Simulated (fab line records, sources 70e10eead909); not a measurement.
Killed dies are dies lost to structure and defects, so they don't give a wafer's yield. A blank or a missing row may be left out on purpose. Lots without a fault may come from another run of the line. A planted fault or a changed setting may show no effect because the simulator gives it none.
fab line records | flow nand_harc
record lots=12 wafers=32 last_day=34
route steps=1302 shown A_CHANNEL_HOLE_D1@469 END@1302
lots that met no fault: from a run of the same line without faults
start_h: hours from the record's first day to the start of the lot's first wafer shown | wait_h: hours since the lot's step before | " the same as in the row above | L1.1+2: a row that stands for several wafers | - no value, or no start given | * or withheld: withheld | < > ~ a bound
route shown NAME@n: a module of which the file shows steps, and the number in the route of the first | usual: mean/standard deviation of fault-free wafers | same: alike in all rows | chamber/n: place in a boat | sites: the reading at each site | _std_site: their standard deviation | _edge_site: outer sites' mean less inner sites' | radius_mm: how far each site lies from the wafer's centre | mask NAME#n: copy n | behind: the tool/chamber that last shaped the wafer | hold: why the lot was held/for how many hours/how that ended | device: the transistor (n, p or np) that didn't switch | end of line: the same wafers' tests at the end of the route | a step without rows: its recipe alone | killed: dies lost to structure and defects at the first sort, not the wafer's yield | map: a wafer's dies, x killed, . not, _ none there
set.NAME: the setting as run; set.NAME@STEP: as run at that earlier step | model.NAME: the simulator's own value behind a step, which no gauge read
steps of the route over a sample of lots; a table a step, a row a wafer
services: from which hour (start_h, from the record's first day; less than 0 if before it) a tool's chamber was out of use, for how many hours, and why
## steps
# step NHARC_A_CHANNEL_HOLE_D1_ETCH_16
# recipe target_depth_a=31000 over_etch_frac=0.3 time_s=806 ion_energy_ev=150 o2_flow_sccm=400 cos_flow_sccm=20 ar_flow_sccm=0 rf_w=500 bias_w=300 chemistry=O2/COS
# usual drypump_motor_current_A=5.8/0.48 oes_product_au=0.999/0.0091 rf_vpp_V=314.2/2.3 showerhead_plenum_p_Torr=3.13/0.14 throttle_valve_pct=28.330/0.0086
# columns lot.wafer tool chamber start_h wait_h drypump_motor_current_A oes_product_au rf_hours_counter_h rf_vpp_V showerhead_plenum_p_Torr throttle_valve_pct
L901.2 rie_diel-13 2 - - 5.6 0.988 1 315.2 3.25 28.307
L901.4 " 3 " " 6.4 1.001 1 309.8 2.94 28.331
L901.5 " 1 " " 5.1 1.000 - 318.6 3.37 28.325
L903.2 rie_diel-04 3 - - 5.2 1.010 5 313.1 2.98 28.326
L903.4 " 1 " " 5.0 0.997 7 316.1 3.25 28.345
L903.1 " 2 " " 5.3 0.998 6 311.1 2.93 28.333
L904.4 rie_diel-10 3 - - 5.4 0.993 12 316.2 3.28 28.330
L904.2 " 1 " " 5.9 1.002 12 311.1 2.92 28.330
L904.6 " 3 " " 5.4 0.995 - 316.6 3.28 28.327
L905.2 rie_diel-10 1 - - 5.9 0.996 12 311.7 2.92 28.327
L905.3 " 3 " " 5.4 0.997 13 315.9 3.28 28.341
L905.6 " 0 " " 6.5 1.007 - 313.0 3.06 28.336
L906.2 rie_diel-10 2 - - 5.6 0.983 13 314.5 3.24 28.329
L906.4 " 1 " " 5.9 0.981 14 311.8 2.92 28.337
L906.6 " 3 " " 5.5 0.983 - 315.8 3.28 28.313
L907.4 rie_diel-04 0 - - 6.2 0.996 17 314.9 3.18 28.323
L907.3 " 1 " " 5.0 0.997 18 315.2 3.25 28.330
L907.6 " 2 " " 5.3 0.992 - 309.9 2.93 28.330
L912.2 rie_diel-13 2 - - 5.6 1.010 35 315.2 3.23 28.324
L914.6 rie_diel-13 2 - - 5.6 1.022 - 315.0 3.23 28.334
L922.2 rie_diel-10 0 - - 6.5 1.010 12 312.6 3.05 28.324
L922.1 " 2 " " 5.6 1.002 11 315.2 3.23 28.336
L922.5 " 0 " " 6.5 1.008 - 314.1 3.05 28.338
L921.2 rie_diel-10 0 - - 6.5 1.005 13 314.2 3.05 28.341
L921.1 " 2 " " 5.6 1.011 12 317.2 3.23 28.329
L921.5 " 3 " " 5.4 1.003 - 315.4 3.27 28.313
L923.1 rie_diel-10 3 - - 5.4 1.001 14 316.3 3.27 28.345
L923.3 " 0 " " 6.5 1.003 14 314.3 3.05 28.318
L923.4 " 2 " " 5.6 1.003 - 315.7 3.23 28.327
L924.2 rie_diel-13 0 - - 6.1 1.008 20 314.4 3.11 28.329
L924.6 " 3 " " 6.4 1.015 - 311.6 2.91 28.336
L924.5 " 2 " " 5.6 1.010 - 315.7 3.22 28.328
# step NHARC_A_CHANNEL_HOLE_D1_ETCH_19
# recipe bias_v=1200 source_w=2500 pressure_mtorr=15 time_s=34.5 ar_flow_sccm=375 c4f8_flow_sccm=28.8 o2_flow_sccm=96.2 temp_c=-20 target_depth_a=* chemistry=C4F8/O2/Ar
# usual bias_v=1200/12 drypump_motor_current_A=5.62/0.28 showerhead_plenum_p_Torr=3.55/0.099 throttle_valve_pct=37.039/0.0098
# columns lot.wafer tool chamber start_h wait_h bias_v drypump_motor_current_A rf_hours_counter_h showerhead_plenum_p_Torr throttle_valve_pct
L901.2 har_etch-02 1 178.73 0.1 1202 5.59 - 3.52 37.036
L901.4 " 1 " " 1210 5.58 - 3.52 37.025
L901.5 " 1 " " 1213 5.59 - 3.52 37.019
L903.2 har_etch-02 1 204.66 0.1 1206 5.59 309 3.51 37.034
L903.1 " 0 " " 1207 6.07 294 3.60 37.038
L903.4 " 1 " " 1203 5.59 - 3.51 37.043
L904.2 har_etch-02 1 209.65 0.1 1184 5.59 313 3.51 37.051
L904.4 " 1 " " 1187 5.58 - 3.51 37.037
L904.6 " 1 " " 1191 5.59 - 3.51 37.051
L905.2 har_etch-01 1 220.73 0.1 1214 5.51 111 3.53 37.043
L905.3 " 1 " " 1200 5.52 - 3.53 37.051
L905.6 " 1 " " 1206 5.51 - 3.53 37.043
L906.2 har_etch-01 0 245.11 3.1 1207 5.30 122 3.57 37.039
L906.4 " 0 " " 1216 5.27 - 3.57 37.052
L906.6 " 0 " " 1214 5.30 - 3.57 37.042
L907.3 har_etch-02 0 245.28 2.3 1197 6.06 - 3.59 37.029
L907.4 " 1 " " 1216 5.57 - 3.50 37.034
L907.6 " 0 " " 1199 6.07 - 3.59 37.043
L912.2 har_etch-02 1 290.92 2.1 1189 5.57 355 3.49 37.017
L914.6 har_etch-02 1 304.10 0.1 1205 5.58 - 3.49 37.035
L922.2 har_etch-02 0 394.19 3.7 1193 6.05 0 3.99 37.025
L922.1 " 1 " " 1207 5.57 0 3.99 37.039
L922.5 " 0 " " 1189 6.05 - 3.99 37.025
L921.1 har_etch-01 0 394.53 2.0 1216 5.29 218 3.52 37.043
L921.2 " 1 " " 1205 5.52 218 3.48 37.047
L921.5 " 0 " " 1201 5.27 - 3.52 37.053
L923.1 har_etch-01 0 404.26 0.1 1197 5.27 225 3.51 37.031
L923.3 " 0 " " 1178 5.28 - 3.51 37.026
L923.4 " 1 " " 1196 5.52 - 3.47 37.039
L924.2 har_etch-01 1 420.57 2.2 1199 5.52 233 3.47 37.033
L924.6 " 0 " " 1202 5.30 - 3.51 37.046
L924.5 " 1 " " 1180 5.52 - 3.47 37.053
# step NHARC_A_CHANNEL_HOLE_D1_ETCH_22
# recipe bias_v=3000 source_w=withheld pressure_mtorr=20 time_s=666.7 ar_flow_sccm=375 c4f8_flow_sccm=89.3 o2_flow_sccm=35.7 temp_c=-20 target_depth_a=16000 chemistry=C4F8/O2/Ar
# usual drypump_motor_current_A=5.62/0.29 showerhead_plenum_p_Torr=3.51/0.095 throttle_valve_pct=32.153/0.0095
# columns lot.wafer tool chamber start_h wait_h drypump_motor_current_A rf_hours_counter_h showerhead_plenum_p_Torr throttle_valve_pct
L901.2 har_etch-02 1 180.63 0.8 5.59 - 3.49 32.148
L901.4 " 1 " " 5.57 - 3.49 32.152
L901.5 " 1 " " 5.58 - 3.49 32.152
L903.2 har_etch-02 1 205.53 0.4 5.57 310 3.48 32.177
L903.1 " 0 " " 6.10 295 3.56 32.151
L903.4 " 1 " " 5.56 - 3.48 32.160
L904.2 har_etch-02 1 210.60 0.4 5.59 314 3.48 32.141
L904.4 " 1 " " 5.58 - 3.48 32.141
L904.6 " 1 " " 5.59 - 3.48 32.145
L905.2 har_etch-01 1 221.60 0.4 5.51 112 3.50 32.157
L905.3 " 1 " " 5.50 - 3.50 32.143
L905.6 " 1 " " 5.51 - 3.50 32.153
L906.2 har_etch-01 0 245.98 0.4 5.28 123 3.53 32.144
L906.4 " 0 " " 5.30 - 3.53 32.154
L906.6 " 0 " " 5.29 - 3.53 32.154
L907.3 har_etch-02 0 246.29 0.4 6.10 - 3.55 32.166
L907.4 " 1 " " 5.59 - 3.47 32.162
L907.6 " 0 " " 6.09 - 3.55 32.143
L912.2 har_etch-02 1 291.78 0.4 5.59 356 3.46 32.158
L914.6 har_etch-02 1 305.28 0.5 5.56 - 3.45 32.151
L922.2 har_etch-02 0 395.05 0.4 6.09 1 3.93 32.143
L922.1 " 1 " " 5.56 1 3.93 32.165
L922.5 " 0 " " 6.05 - 3.93 32.156
L921.1 har_etch-01 0 395.40 0.4 5.28 219 3.48 32.157
L921.2 " 1 " " 5.52 219 3.44 32.145
L921.5 " 0 " " 5.28 - 3.48 32.155
L923.1 har_etch-01 0 405.13 0.4 5.27 226 3.48 32.164
L923.3 " 0 " " 5.25 - 3.48 32.153
L923.4 " 1 " " 5.52 - 3.44 32.164
L924.2 har_etch-01 1 421.51 0.4 5.52 234 3.44 32.156
L924.6 " 0 " " 5.31 - 3.48 32.154
L924.5 " 1 " " 5.51 - 3.44 32.161
# step NHARC_A_CHANNEL_HOLE_D1_XSEM_31
# recipe landing_energy_ev=35000
# usual bot_cd_nm=74.5/1.4 bow_nm=8.61/0.24 tilt_deg=0.08/0.047
# columns lot.wafer tool chamber start_h wait_h bot_cd_nm bow_nm tilt_deg
L901.2 xsem-02 0 188.44 0.1 75.4 8.79 0.10
L901.4 " 0 " " 75.3 8.78 0.10
L901.5 " 0 " " 76.5 8.83 0.09
L903.1 xsem-01 0 210.26 0.1 75.4 8.80 0.14
L903.2 " 0 " " 78.3 8.76 0.14
L903.4 " 0 " " 74.2 8.87 0.14
L904.2 xsem-02 0 215.30 0.1 72.8 8.53 0.12
L904.4 " 0 " " 72.5 8.65 0.12
L904.6 " 0 " " 75.9 8.62 0.12
L905.2 xsem-02 0 226.36 0.1 74.8 8.98 0.17
L905.3 " 0 " " 74.8 8.94 0.17
L905.6 " 0 " " 73.9 8.95 0.17
L906.2 xsem-01 0 250.98 0.1 75.4 8.41 0.06
L906.4 " 0 " " 74.1 8.41 0.06
L906.6 " 0 " " 74.3 8.45 0.06
L907.3 xsem-02 0 251.32 0.1 75.7 8.45 0.13
L907.4 " 0 " " 75.8 8.43 0.13
L907.6 " 0 " " 74.1 8.44 0.13
L912.2 xsem-02 0 296.53 0.1 75.5 8.84 0.11
L912.2 xsem-02 0 - - 75.6 - 0.16
L914.6 xsem-02 0 309.68 0.1 74.0 8.31 0.01
L914.6 xsem-02 0 - - 74.8 - 0.06
L922.1 xsem-02 0 399.91 0.1 73.9 8.32 -0.02
L922.2 " 0 " " 75.6 8.35 -0.02
L922.5 " 0 " " 73.5 8.33 -0.02
L921.1 xsem-01 0 400.17 0.1 73.6 8.59 0.12
L921.2 " 0 " " 73.7 8.63 0.12
L921.5 " 0 " " 75.7 8.66 0.12
L923.1 xsem-02 0 409.88 0.1 75.3 8.56 0.08
L923.3 " 0 " " 71.7 8.52 0.08
L923.4 " 0 " " 74.1 8.52 0.08
L924.2 xsem-01 0 426.47 0.1 78.6 8.63 0.01
L924.5 " 0 " " 78.1 8.67 0.01
L924.6 " 0 " " 74.9 8.66 0.01
# step NHARC_A_CHANNEL_HOLE_D1_INSPECT_40
# usual raw_defect_count=80/26
# columns lot.wafer tool chamber start_h wait_h raw_defect_count
L901.2 defect_inspect-02 - 188.54 - 82
L901.4 " - " " 106
L901.5 " - " " 115
L903.1 defect_inspect-01 - 210.36 - 80
L903.2 " - " " 109
L903.4 " - " " 112
L904.2 defect_inspect-01 - 215.39 - 67
L904.4 " - " " 81
L904.6 " - " " 75
L905.2 defect_inspect-01 - 226.45 - 45
L905.3 " - " " 69
L905.6 " - " " 90
L906.2 defect_inspect-01 - 251.07 - 36
L906.4 " - " " 47
L906.6 " - " " 43
L907.3 defect_inspect-02 - 251.41 - 147
L907.4 " - " " 125
L907.6 " - " " 126
L912.2 defect_inspect-01 - 299.20 - 99
L914.6 defect_inspect-01 - 311.98 - 83
L922.1 defect_inspect-02 - 400.01 - 49
L922.2 " - " " 48
L922.5 " - " " 49
L921.1 defect_inspect-02 - 400.27 - 60
L921.2 " - " " 38
L921.5 " - " " 59
L923.1 defect_inspect-01 - 409.98 - 85
L923.3 " - " " 53
L923.4 " - " " 81
L924.2 defect_inspect-02 - 426.57 - 71
L924.5 " - " " 61
L924.6 " - " " 58
# step NHARC_END_SORT_01
# recipe temp_c=25
# usual killed_at_array=52/17 killed_at_other=0.9/1.2 killed_at_periphery=3.9/2.7 killed_dies=57/16 killed_open=3.3/1.9 killed_short=2.5/1.5
# same gross_dies=677
# columns lot.wafer tool chamber start_h wait_h killed_at_array killed_at_other killed_at_periphery killed_dies killed_open killed_short
L906.2 prober-01 0 638.22 2.8 32 4 0 36 3 3
L906.4 prober-01 0 639.84 3.4 24 1 1 26 1 4
L906.6 prober-01 0 641.46 4.0 28 2 8 38 7 5
L914.6 prober-01 0 689.16 4.1 45 1 1 47 2 2
# killed by level:class
L906.2 A_CHANNEL_HOLE_D2:chamber_film_flake=10 A_CHANNEL_HOLE_D1:chamber_film_flake=5 THIN_TSV:chamber_film_flake=4 A_STAIRCASE:chamber_film_flake=3 A_M0:geometric_particle:short=2 A_CHANNEL_FILL_D1:chamber_film_flake=2 A_SLIT:chamber_film_flake=2 A_CONTACT:chamber_film_flake=2
L906.4 A_CHANNEL_HOLE_D1:chamber_film_flake=7 A_CONTACT:chamber_film_flake=4 A_CHANNEL_HOLE_D2:chamber_film_flake=4 A_STAIRCASE:chamber_film_flake=3 A_WL_FILL:geometric_particle:short=2 A_WL_FILL:chamber_film_flake=2 P_M0:geometric_particle:short=1 A_CHANNEL_FILL_D1:geometric_particle:short=1
L906.6 A_CHANNEL_HOLE_D2:chamber_film_flake=10 P_GATE:geometric_particle:open=3 A_WL_FILL:chamber_film_flake=3 A_CHANNEL_HOLE_D1:chamber_film_flake=2 A_CHANNEL_FILL_D1:chamber_film_flake=2 A_CHANNEL_FILL_D2:chamber_film_flake=2 A_CONTACT:chamber_film_flake=2 THIN_TSV:chamber_film_flake=2
L914.6 A_CHANNEL_HOLE_D1:chamber_film_flake=30 A_CHANNEL_HOLE_D2:chamber_film_flake=7 A_CONTACT:chamber_film_flake=2 P_CONTACT:geometric_particle:open=1 A_ONON_D1:geometric_particle:open=1 A_ONON_D1:geometric_particle:short=1 A_DECK1_JOINT:geometric_particle:short=1 A_DECK1_JOINT:chamber_film_flake=1
## services
# columns tool chamber start_h hours kind
rie_diel-13 - 166.90 9.0 pm
rie_diel-04 1 167.24 5.7 repair
rie_diel-10 - 171.78 0.4 repair
har_etch-02 0 173.26 - consumable_replace:focus_ring
har_etch-02 0 173.26 17.0 scheduled_down
har_etch-02 0 173.26 17.0 vent_cycle
rie_diel-04 - 177.96 9.0 pm
rie_diel-13 1 205.60 3.9 repair
rie_diel-04 - 235.67 0.9 repair
rie_diel-10 - 242.65 9.0 pm
rie_diel-04 1 270.51 8.7 repair
rie_diel-13 1 302.14 3.9 repair
rie_diel-10 2 323.97 10.4 repair
rie_diel-13 - 343.90 9.0 pm
rie_diel-04 1 349.22 6.3 repair
rie_diel-04 - 354.97 9.0 pm
rie_diel-13 - 355.01 1.5 repair
rie_diel-04 - 369.12 1.9 repair
xsem-01 - 374.00 14.0 pm
har_etch-02 - 377.19 17.0 pm
rie_diel-10 1 380.48 15.8 repair
rie_diel-10 1 401.79 3.6 repair
rie_diel-13 1 414.03 36.9 repair
rie_diel-10 - 419.66 9.0 pm
## key
first_sign step=NHARC_A_CHANNEL_HOLE_D1_XSEM_31 reading=visit direction=added
effect none on later readings
met_at NHARC_A_CHANNEL_HOLE_D1_ETCH_22
struck_lots L912,L914
struck_wafers L912.2,L914.6
tester_left_out L912,L914
not_acting_at NHARC_A_CHANNEL_HOLE_D1_ETCH_16,NHARC_A_CHANNEL_HOLE_D1_ETCH_19,NHARC_A_CHANNEL_HOLE_D1_INSPECT_40
onset_between 246.29 291.78
fault kind=process_parameter_drift tool=har_etch-02 chamber=1 onset_h=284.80 steps=NHARC_A_CHANNEL_HOLE_D1_ETCH_22 channel=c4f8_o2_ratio offset=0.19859 shape=step end_h=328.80 acts_in=these_recipes_only stated=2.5
# tester_left_out: of these lots the tester's yield and bins aren't shown, on N5 and GAA mostly nor the transistor test; their killed dies are dies lost to structure and defects alone, not to doping, threshold or leakage, so they don't give the yield
